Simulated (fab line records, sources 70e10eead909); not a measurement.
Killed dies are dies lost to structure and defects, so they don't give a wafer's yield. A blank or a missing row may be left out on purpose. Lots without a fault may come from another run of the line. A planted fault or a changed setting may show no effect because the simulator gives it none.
Which tool did it? | flow nand_harc | 12 lots, 36 wafers sampled, at 5 steps of a route of 1159

WHAT THE GAUGES READ, wafer by wafer
NHARC_P_START_INSPECT_01.
lot  | measured    | on                | raw_defect_count
L641 | day 2 00:02 | defect_inspect-02 | 2 1 3
L642 | day 2 06:02 | defect_inspect-01 | 4 5 2
L643 | day 2 12:02 | defect_inspect-01 | 8 1 2
L644 | day 2 18:02 | defect_inspect-01 | 2 2 2
L645 | day 3 00:02 | defect_inspect-02 | 5 4 5
L647 | day 3 12:02 | defect_inspect-02 | 5 1 2
L651 | day 4 12:02 | defect_inspect-02 | 2 8 5
L655 | day 5 12:02 | defect_inspect-01 | 3 3 3
L656 | day 5 18:02 | defect_inspect-01 | 4 2 0
L658 | day 6 06:02 | defect_inspect-01 | 4 2 4
L660 | day 6 18:02 | defect_inspect-01 | 4 3 3
L662 | day 7 06:02 | defect_inspect-02 | 2 6 4

NHARC_END_SORT_01.
lot  | measured     | on        | killed_at_array | killed_at_other | killed_at_periphery | killed_dies | killed_open | killed_short
L641 | day 20 06:02 | prober-01 | 35 29 48        | 0 0 0           | 2 3 1               | 37 32 49    | 2 4 3       | 0 2 2
L642 | day 19 13:36 | prober-02 | 15 12 14        | 0 0 0           | 0 1 2               | 15 13 16    | 3 1 2       | 2 2 3
L643 | day 19 21:23 | prober-02 | 39 30 30        | 0 0 0           | 2 1 1               | 41 31 31    | 3 3 1       | 3 1 3
L644 | day 19 13:35 | prober-01 | 11 16 7         | 0 0 0           | 5 2 3               | 16 18 10    | 3 3 1       | 2 2 4
L645 | day 20 17:20 | prober-02 | 22 17 15        | 1 0 2           | 6 5 3               | 29 22 20    | 3 7 2       | 2 1 2
L647 | day 21 02:19 | prober-01 | 40 33 50        | 3 2 0           | 1 2 2               | 44 37 52    | 2 3 1       | 2 0 2
L651 | day 22 05:32 | prober-02 | 20 16 15        | 2 0 0           | 4 1 4               | 26 17 19    | 9 0 3       | 1 1 2
L655 | day 23 21:16 | prober-02 | 35 23 29        | 1 0 3           | 3 1 2               | 39 24 34    | 2 2 3       | 2 0 0
L656 | day 23 05:47 | prober-02 | 35 42 38        | 1 0 1           | 4 2 4               | 40 44 43    | 4 1 2       | 2 2 2
L658 | day 24 05:10 | prober-02 | 15 9 23         | 0 0 1           | 5 2 7               | 20 11 31    | 2 2 5       | 1 1 6
L660 | day 24 07:20 | prober-01 | 53 64 48        | 0 0 0           | 4 1 1               | 57 65 49    | 3 1 2       | 4 1 1
L662 | day 24 23:37 | prober-02 | 26 22 20        | 0 0 2           | 2 0 3               | 28 22 25    | 5 1 7       | 0 2 2

WHICH TOOL RAN EACH LOT (tool, then ch and the chambers of the sampled wafers, then the start)
lot  | NHARC_P_ZERO_WELL_SOFTBAKE_06    | NHARC_P_STI_DESCUM_14             | NHARC_P_STI_ETCH_42
L641 | litho_track-03 ch 0, day 2 00:00 | rie_diel-02 ch 1,2,3, day 3 03:41 | rie_diel-02 ch 0,3, day 3 03:46
L642 | litho_track-07 ch 0, day 2 06:00 | rie_diel-01 ch 0,2,3, day 3 03:52 | rie_diel-01 ch 0,1,2, day 3 03:56
L643 | litho_track-07 ch 0, day 2 12:00 | rie_diel-02 ch 1,3, day 3 11:15   | rie_diel-02 ch 1,3, day 3 11:20
L644 | litho_track-07 ch 0, day 2 18:00 | rie_diel-01 ch 0,1,3, day 3 18:16 | rie_diel-01 ch 0,2,3, day 3 18:21
L645 | litho_track-07 ch 0, day 3 00:00 | rie_diel-01 ch 1,2,3, day 4 02:07 | rie_diel-01 ch 1,2,3, day 4 02:11
L647 | litho_track-05 ch 0, day 3 12:00 | rie_diel-01 ch 0,2,3, day 4 11:25 | rie_diel-01 ch 1,2, day 4 11:30
L651 | litho_track-07 ch 0, day 4 12:00 | rie_diel-01 ch 0,1, day 5 11:20   | rie_diel-01 ch 0,1, day 5 11:26
L655 | litho_track-07 ch 0, day 5 12:00 | rie_diel-02 ch 1,2,3, day 6 14:28 | rie_diel-02 ch 0,1,3, day 6 14:32
L656 | litho_track-07 ch 0, day 5 19:00 | rie_diel-01 ch 2,3, day 6 14:36   | rie_diel-01 ch 1,2, day 6 14:41
L658 | litho_track-03 ch 0, day 6 06:00 | rie_diel-02 ch 0,2,3, day 7 02:05 | rie_diel-02 ch 0,1,2, day 7 02:10
L660 | litho_track-03 ch 0, day 6 18:00 | rie_diel-09 ch 2,3, day 7 17:22   | rie_diel-09 ch 2,3, day 7 17:27
L662 | litho_track-03 ch 0, day 7 06:00 | rie_diel-09 ch 1,2,3, day 8 04:55 | rie_diel-09 ch 0,3, day 8 04:59
- NHARC_P_ZERO_WELL_SOFTBAKE_06: time 70 s.
- NHARC_P_STI_DESCUM_14: chemistry O2, time 3 s.
- NHARC_P_STI_ETCH_42: etches the open film in N2/H2, target depth 80 nm, overetch 24 nm, time 61 s.

WHAT THE TOOLS THEMSELVES READ (means of the sampled wafers that have a number; where no wafer has one, the mark that the record gives instead)
NHARC_P_ZERO_WELL_SOFTBAKE_06.
lot  | tool           | heater_power_total_W (W) | resist_line_temp_C (C)
L641 | litho_track-03 | 201.5                    | 23.03
L642 | litho_track-07 | 201.7                    | 22.99
L643 | litho_track-07 | 200.6                    | 23.02
L644 | litho_track-07 | 200.5                    | 22.84
L645 | litho_track-07 | 199.3                    | 23.04
L647 | litho_track-05 | 199.6                    | 23.09
L651 | litho_track-07 | 202.1                    | 23.04
L655 | litho_track-07 | 230.2                    | 22.98
L656 | litho_track-07 | 230.4                    | 23.07
L658 | litho_track-03 | 201.9                    | 23.00
L660 | litho_track-03 | 202.6                    | 22.90
L662 | litho_track-03 | 200.4                    | 23.20

NHARC_P_STI_DESCUM_14.
lot  | tool        | drypump_motor_current_A (A) | o2_flow_sccm (sccm) | oes_product_au (a.u.) | rf_vpp_V (V) | showerhead_plenum_p_Torr (Torr) | throttle_valve_pct (%)
L641 | rie_diel-02 | 6.1                         | 200.1               | 1.001                 | 58.2         | 1.95                            | 11.301
L642 | rie_diel-01 | 6.2                         | 200.6               | 1.004                 | 58.0         | 1.87                            | 11.308
L643 | rie_diel-02 | 6.4                         | 199.8               | 1.000                 | 57.1         | 1.91                            | 11.312
L644 | rie_diel-01 | 5.7                         | 199.9               | 1.001                 | 58.3         | 1.93                            | 11.304
L645 | rie_diel-01 | 5.8                         | 199.6               | 1.002                 | 58.8         | 1.95                            | 11.308
L647 | rie_diel-01 | 6.2                         | 200.7               | 0.999                 | 57.8         | 1.87                            | 11.302
L651 | rie_diel-01 | 5.8                         | 200.1               | 0.997                 | 57.9         | 1.87                            | 11.315
L655 | rie_diel-02 | 6.2                         | 199.8               | 1.004                 | 58.2         | 1.95                            | 11.309
L656 | rie_diel-01 | 6.2                         | 200.1               | 1.013                 | 57.7         | 1.93                            | 11.304
L658 | rie_diel-02 | 6.2                         | 199.7               | 1.000                 | 57.5         | 1.89                            | 11.308
L660 | rie_diel-09 | 5.9                         | 199.6               | 1.006                 | 57.5         | 1.94                            | 11.309
L662 | rie_diel-09 | 5.9                         | 199.6               | 1.003                 | 56.8         | 1.91                            | 11.306

NHARC_P_STI_ETCH_42.
lot  | tool        | drypump_motor_current_A (A) | oes_product_au (a.u.) | rf_vpp_V (V) | showerhead_plenum_p_Torr (Torr) | throttle_valve_pct (%)
L641 | rie_diel-02 | 6.4                         | 1.009                 | 428.0        | 1.98                            | 14.173
L642 | rie_diel-01 | 5.9                         | 1.002                 | 429.3        | 2.01                            | 14.173
L643 | rie_diel-02 | 6.3                         | 1.002                 | 431.0        | 2.04                            | 14.158
L644 | rie_diel-01 | 6.2                         | 1.006                 | 428.5        | 1.99                            | 14.174
L645 | rie_diel-01 | 5.9                         | 0.997                 | 431.5        | 2.08                            | 14.175
L647 | rie_diel-01 | 5.6                         | 1.000                 | 431.1        | 2.09                            | 14.180
L651 | rie_diel-01 | 5.4                         | 1.009                 | 431.1        | 2.08                            | 14.182
L655 | rie_diel-02 | 6.3                         | 1.003                 | 429.6        | 2.03                            | 14.173
L656 | rie_diel-01 | 6.0                         | 1.001                 | 430.0        | 2.03                            | 14.170
L658 | rie_diel-02 | 6.1                         | 1.009                 | 431.5        | 2.06                            | 14.170
L660 | rie_diel-09 | 5.9                         | 1.000                 | 431.0        | 2.06                            | 14.175
L662 | rie_diel-09 | 6.0                         | 1.003                 | 434.6        | 2.18                            | 14.175

THE ANSWER, worked out from the rows above alone
Rule: what is usual is taken from the lots themselves. Put in order of their means at a reading, lots are off if they are a third of the lots or fewer, leave a main group of 4 or more, and stand apart from it by a gap of 3 or more times the standard deviation of the main group's means; of several such gaps the widest counts. A main group whose means are all the same, to the digits that the tables above print for the reading, isn't used. A lot without any number at a reading at which 4 lots or more have one is off too. The other lots that the step has rows for count as sound. The gauges are gone through in route order, then the tools' own readings, and for those a lot's mean is taken as printed above. The first step at which some lot is off is used, and at that step the reading that is off furthest; a lot without a number counts as furthest.
Off: L655, L656, at NHARC_P_ZERO_WELL_SOFTBAKE_06 (heater_power_total_W). The main group: mean 201.0 W, standard deviation 1.
A tool fits if, at that step or a process step before it, it ran every lot that is off, and no sound lot after the first of them. One fits: litho_track-07 at NHARC_P_ZERO_WELL_SOFTBAKE_06. Its last sound lot is L651 (day 4 12:00), its first lot that is off L655 (day 5 12:00): a fault that began between those two fits.
The tool's own readings at NHARC_P_ZERO_WELL_SOFTBAKE_06 bear it out: on the lots that are off they differ by more than 5 times the standard deviation of the sound lots' means. heater_power_total_W reads 230.3 W there against 201.0 W on the sound lots.

WHAT THE SIMULATOR HAD PUT IN
Process parameter drift: litho_track-07, from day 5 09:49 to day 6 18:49, at NHARC_P_ZERO_WELL_SOFTBAKE_06. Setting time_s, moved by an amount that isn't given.
Lots struck among those shown: L655, L656. The rule above found the same.
